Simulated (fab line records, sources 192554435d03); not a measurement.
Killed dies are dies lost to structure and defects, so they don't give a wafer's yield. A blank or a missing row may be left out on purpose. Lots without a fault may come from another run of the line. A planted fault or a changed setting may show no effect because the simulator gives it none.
fab line records | flow n5_finfet
record lots=11 wafers=32 last_day=18
route steps=1938 shown PASS1_CAP@1874 PASSIVATION@1909
lots that met no fault: from a run of the same line without faults
start_h: hours from the record's first day to the start of the lot's first wafer shown | wait_h: hours since the lot's step before | " the same as in the row above | L1.1+2: a row that stands for several wafers | - no value, or no start given | * or withheld: withheld | < > ~ a bound
route shown NAME@n: a module of which the file shows steps, and the number in the route of the first | usual: mean/standard deviation of fault-free wafers | same: alike in all rows | chamber/n: place in a boat | sites: the reading at each site | _std_site: their standard deviation | _edge_site: outer sites' mean less inner sites' | radius_mm: how far each site lies from the wafer's centre | mask NAME#n: copy n | behind: the tool/chamber that last shaped the wafer | hold: why the lot was held/for how many hours/how that ended | device: the transistor (n, p or np) that didn't switch | end of line: the same wafers' tests at the end of the route | a step without rows: its recipe alone | killed: dies lost to structure and defects at the first sort, not the wafer's yield | map: a wafer's dies, x killed, . not, _ none there
set.NAME: the setting as run; set.NAME@STEP: as run at that earlier step | model.NAME: the simulator's own value behind a step, which no gauge read
steps of the route over a sample of lots; a table a step, a row a wafer
services: from which hour (start_h, from the record's first day; less than 0 if before it) a tool's chamber was out of use, for how many hours, and why
## steps
# step N5_PASSIVATION_PECVD_01
# recipe material=SiNx target_thk_a=2000 temp_c=400 precursor=SiH4/NH3/N2 pressure_torr=4.9 rf_w=1406 time_s=43.2
# usual chamber_pressure_Torr=4.901/0.01 heater_power_outer_w=130/47 heater_power_w=330/76 showerhead_plenum_p_Torr=8.68/0.068 susceptor_temp_C=400.00/0.23 throttle_valve_pct=29.4/1.4
# columns lot.wafer tool chamber start_h wait_h chamber_pressure_Torr heater_power_outer_w heater_power_w showerhead_plenum_p_Torr susceptor_temp_C throttle_valve_pct
L147.4 pecvd-04 0 256.84 0.0 4.903 145 378 8.80 400.43 30.3
L147.5 " 2 " " 4.894 39 161 8.61 400.24 27.8
L147.6 " 1 " " 4.915 146 373 8.70 400.08 29.5
L148.1 pecvd-03 2 269.05 0.0 4.891 196 450 8.68 399.93 27.1
L148.2 " 1 " " 4.909 97 279 8.61 399.87 31.0
L148.6 " 1 " " 4.893 101 284 8.61 400.06 31.6
L150.2 pecvd-03 1 284.63 0.0 4.894 114 309 8.59 400.18 30.9
L150.3 " 0 " " 4.896 126 326 8.73 400.19 31.0
L150.6 " 2 " " 4.912 176 411 8.69 400.10 27.1
L155.1 pecvd-03 2 315.21 0.0 4.895 203 459 8.69 400.01 27.1
L155.2 " 1 " " 4.898 115 300 8.62 399.94 31.2
L155.3 " 0 " " 4.907 187 398 8.71 400.03 31.1
L161.3 pecvd-04 1 349.24 0.0 4.896 138 367 8.70 400.10 29.3
L161.4 " 0 " " 4.908 93 312 8.83 399.99 30.6
L161.6 " 0 " " 4.908 105 323 8.78 399.94 30.6
L162.3 pecvd-04 1 364.18 0.0 4.906 151 381 8.73 399.96 29.3
L162.4 " 2 " " 4.909 88 230 8.62 399.87 28.3
L162.6 " 0 " " 4.875 107 330 8.79 399.62 30.8
L163.2 pecvd-04 2 370.68 0.0 4.902 96 236 8.62 399.93 28.0
L163.4 " 0 " " 4.900 108 333 8.79 399.85 30.6
L163.6 " 2 " " 4.899 99 254 8.59 399.90 27.9
L169.1 pecvd-03 1 398.61 0.0 4.895 79 256 8.61 400.01 31.0
L169.2 " 2 " " 4.907 205 457 8.70 400.01 27.2
L169.3 " 0 " " 4.923 178 386 8.69 400.26 31.1
L167.1 pecvd-04 0 412.20 0.0 4.919 131 350 8.80 400.28 30.7
L167.2 " 2 " " 4.893 94 237 8.60 399.94 28.0
L167.6 " 1 " " 4.908 141 358 8.71 400.23 29.3
L168.1 pecvd-03 1 413.85 0.0 4.887 98 285 8.62 399.97 31.3
L168.3 " 2 " " 4.890 163 390 8.68 399.83 27.4
L170.2 pecvd-02 0 431.88 0.0 4.913 163 354 8.62 400.36 30.5
L170.4 " 2 " " 4.921 199 390 8.59 399.98 28.5
L170.6 " 1 " " 4.915 69 236 8.66 400.10 28.4
# step N5_PASSIVATION_AL_ETCH_33
# recipe chemistry=Cl2/BCl3 target_depth_a=28000 over_etch_frac=0.15 Cl2_flow_sccm=180 bcl3_flow_sccm=60 target=Al stop_on=TaN time_s=466.7 ion_energy_ev=100 pressure_mtorr=10 icp_w=900 bias_w=100
# usual drypump_motor_current_A=5.5/0.42 he_backside_leak_sccm=3.29/0.28 oes_product_au=0.73/0.067 throttle_valve_pct=34.4/0.46
# columns lot.wafer tool chamber start_h wait_h drypump_motor_current_A he_backside_leak_sccm oes_product_au rf_hours_counter_h throttle_valve_pct
L147.4 rie_metal-03 1 260.30 0.5 5.3 3.02 0.66 - 34.6
L147.5 " 1 " " 5.3 3.16 0.66 - 34.6
L147.6 " 1 " " 5.3 3.27 0.67 - 34.6
L148.1 rie_metal-03 1 271.59 0.1 5.3 3.14 0.66 56 34.6
L148.2 " 1 " " 5.3 3.14 0.65 - 34.7
L148.6 " 1 " " 5.3 3.14 0.66 - 34.7
L150.2 rie_metal-01 1 290.44 0.1 5.1 3.06 0.82 7 34.5
L150.3 " 0 " " 5.1 3.30 0.67 - 33.7
L150.6 " 1 " " 5.1 3.39 0.82 - 34.5
L155.1 rie_metal-02 0 325.17 0.1 6.0 3.07 0.77 17 33.7
L155.2 " 1 " " 6.1 3.32 0.83 7 34.8
L155.3 " 1 " " 6.1 3.20 0.83 - 34.8
L161.3 rie_metal-02 0 351.80 0.2 6.0 3.29 0.76 - 33.7
L161.4 " 1 " " 6.1 3.44 0.80 - 34.8
L161.6 " 1 " " 6.1 3.34 0.80 - 34.7
L162.3 rie_metal-02 1 368.93 0.2 6.1 3.64 0.78 - 34.8
L162.4 " 0 " " 6.0 3.32 0.73 - 33.8
L162.6 " 0 " " 6.0 3.26 0.73 - 33.8
L163.2 rie_metal-01 1 375.80 0.1 5.1 3.05 0.79 15 34.5
L163.4 " 0 " " 5.0 3.33 0.65 - 33.7
L163.6 " 1 " " 5.1 2.86 0.78 - 34.5
L169.1 rie_metal-03 1 402.51 0.1 5.3 3.19 0.64 67 34.6
L169.2 " 0 " " 5.6 3.36 0.74 26 34.9
L169.3 " 0 " " 5.5 3.28 0.74 - 34.9
L167.1 rie_metal-01 0 419.53 0.1 5.0 3.17 0.63 66 33.8
L167.2 " 1 " " 5.1 3.28 0.76 19 34.6
L167.6 " 0 " " 5.1 3.32 0.63 - 33.8
L168.1 rie_metal-03 1 419.77 0.1 5.3 3.18 0.63 68 34.7
L168.3 " 1 " " 5.3 3.26 0.63 - 34.7
L170.2 rie_metal-02 1 434.24 0.1 6.1 3.32 0.78 17 34.8
L170.4 " 0 " " 6.0 3.10 0.74 - 33.7
L170.6 " 1 " " 6.1 3.45 0.80 - 34.8
# step N5_PASSIVATION_PECVD_35
# recipe material=SiNx target_thk_a=7000 temp_c=400 precursor=SiH4/NH3/N2 pressure_torr=4.9 rf_w=1406 time_s=151.3
# usual chamber_pressure_Torr=4.900/0.011 heater_power_outer_w=148/66 heater_power_w=352/91 showerhead_plenum_p_Torr=8.69/0.07 susceptor_temp_C=399.97/0.22 throttle_valve_pct=28.9/1.2
# columns lot.wafer tool chamber start_h wait_h chamber_pressure_Torr heater_power_outer_w heater_power_w showerhead_plenum_p_Torr susceptor_temp_C throttle_valve_pct
L147.4 pecvd-01 2 261.68 0.1 4.920 290 561 8.70 399.91 28.6
L147.5 " 0 " " 4.891 210 442 8.75 399.92 26.6
L147.6 " 1 " " 4.901 54 237 8.74 399.96 29.6
L148.1 pecvd-04 2 273.23 0.1 4.896 81 222 8.61 399.75 27.9
L148.2 " 0 " " 4.891 109 327 8.79 399.96 30.2
L148.6 " 0 " " 4.885 137 367 8.78 400.25 30.3
L150.2 pecvd-02 2 291.57 0.1 4.890 234 441 8.60 399.97 28.4
L150.3 " 0 " " 4.905 111 288 8.61 399.67 30.1
L150.6 " 0 " " 4.916 145 335 8.64 399.71 29.9
L155.1 pecvd-01 1 326.31 0.1 4.894 148 343 8.73 400.28 29.3
L155.2 " 0 " " 4.919 209 432 8.73 399.81 26.8
L155.3 " 2 " " 4.908 222 463 8.69 400.33 29.0
L161.3 pecvd-04 1 352.91 0.1 - - - - - -
L161.4 " 0 " " - - - - - -
L161.6 " 1 " " - - - - - -
L162.3 pecvd-04 0 369.92 0.1 - - - - - -
L162.4 " 0 " " - - - - - -
L162.6 " 2 " " - - - - - -
L163.2 pecvd-02 0 376.93 0.1 - - - - - -
L163.4 " 2 " " - - - - - -
L163.6 " 1 " " - - - - - -
L169.1 pecvd-01 2 403.70 0.1 4.902 304 546 8.72 399.64 29.2
L169.2 " 0 " " 4.914 128 310 8.73 400.18 26.8
L169.3 " 2 " " 4.903 171 388 8.72 399.55 28.8
L167.1 pecvd-01 1 420.69 0.1 4.905 145 365 8.70 399.59 27.3
L167.2 " 0 " " 4.904 218 445 8.73 400.06 26.8
L167.6 " 2 " " 4.913 286 539 8.72 399.81 29.1
L168.1 pecvd-04 2 421.09 0.1 4.900 84 221 8.61 400.01 28.2
L168.3 " 1 " " 4.907 81 282 8.72 400.07 29.3
L170.2 pecvd-04 0 435.41 0.1 4.901 168 420 8.81 399.91 30.5
L170.4 " 1 " " 4.900 139 366 8.72 399.28 29.4
L170.6 " 0 " " 4.894 71 267 8.78 400.00 30.8
# step N5_PASSIVATION_CD_MEAS_44
# recipe target_cd_nm=40000 landing_energy_ev=500 detector=se_inlens
# usual cd_nm=40001/3.6
# columns lot.wafer tool chamber start_h wait_h cd_nm
L147.4 cd_sem-03 0 262.20 - 40001
L147.5 " 0 " " 40003
L147.6 " 0 " " 39996
L148.1 cd_sem-01 0 273.66 - 39999
L148.2 " 0 " " 40002
L148.6 " 0 " " 40000
L150.2 cd_sem-03 0 292.13 - 40000
L150.3 " 0 " " 39997
L150.6 " 0 " " 40003
L155.1 cd_sem-02 0 326.87 - 40005
L155.2 " 0 " " 39999
L155.3 " 0 " " 39999
L161.3 cd_sem-02 0 353.47 - 40000
L161.4 " 0 " " 40000
L161.6 " 0 " " 40003
L162.3 cd_sem-01 0 370.49 - 39996
L162.4 " 0 " " 40001
L162.6 " 0 " " 39999
L163.2 cd_sem-02 0 377.49 - 40001
L163.4 " 0 " " 40000
L163.6 " 0 " " 40004
L169.1 cd_sem-03 0 404.18 - 39995
L169.2 " 0 " " 39998
L169.3 " 0 " " 40001
L167.1 cd_sem-01 0 421.25 - 39996
L167.2 " 0 " " 40000
L167.6 " 0 " " 40003
L168.1 cd_sem-03 0 421.53 - 40002
L168.3 " 0 " " 40004
L170.2 cd_sem-01 0 435.84 - 40002
L170.4 " 0 " " 40004
L170.6 " 0 " " 40003
## services
# columns tool chamber start_h hours kind
pecvd-03 1 236.93 4.2 repair
pecvd-01 - 249.84 0.6 repair
rie_metal-03 0 255.47 17.8 repair
pecvd-04 1 258.55 5.0 scheduled_down
rie_metal-02 1 266.73 10.1 repair
pecvd-01 - 269.73 1.0 repair
pecvd-04 - 270.16 2.9 repair
pecvd-04 2 282.31 4.7 repair
rie_metal-03 1 287.20 1.0 repair
pecvd-04 - 290.23 1.7 repair
rie_metal-03 - 290.47 4.0 pm
pecvd-01 1 296.81 5.5 scheduled_down
pecvd-01 0 302.27 2.1 scheduled_down
rie_metal-03 0 318.23 5.4 repair
pecvd-01 - 357.40 1.4 repair
pecvd-03 2 365.60 5.5 scheduled_down
rie_metal-02 - 378.99 0.3 repair
pecvd-04 1 379.18 5.5 scheduled_down
rie_metal-02 - 388.49 0.2 repair
pecvd-04 1 399.70 2.1 scheduled_down
pecvd-03 0 400.63 2.1 scheduled_down
pecvd-04 - 406.62 0.7 repair
pecvd-01 - 426.88 2.8 pm
pecvd-04 1 429.60 - calibration
## key
first_sign step=N5_PASSIVATION_PECVD_35 reading=tool_record direction=missing
effect none on later readings
met_at N5_PASSIVATION_PECVD_35
struck_lots L161,L162,L163
not_acting_at N5_PASSIVATION_PECVD_01,N5_PASSIVATION_AL_ETCH_33,N5_PASSIVATION_CD_MEAS_44
onset_between 291.57 352.91
fault kind=skipped_step_whole tool=pecvd-02,pecvd-04 chamber=- onset_h=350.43 steps=N5_PASSIVATION_PECVD_35 scope=struck_lots_only
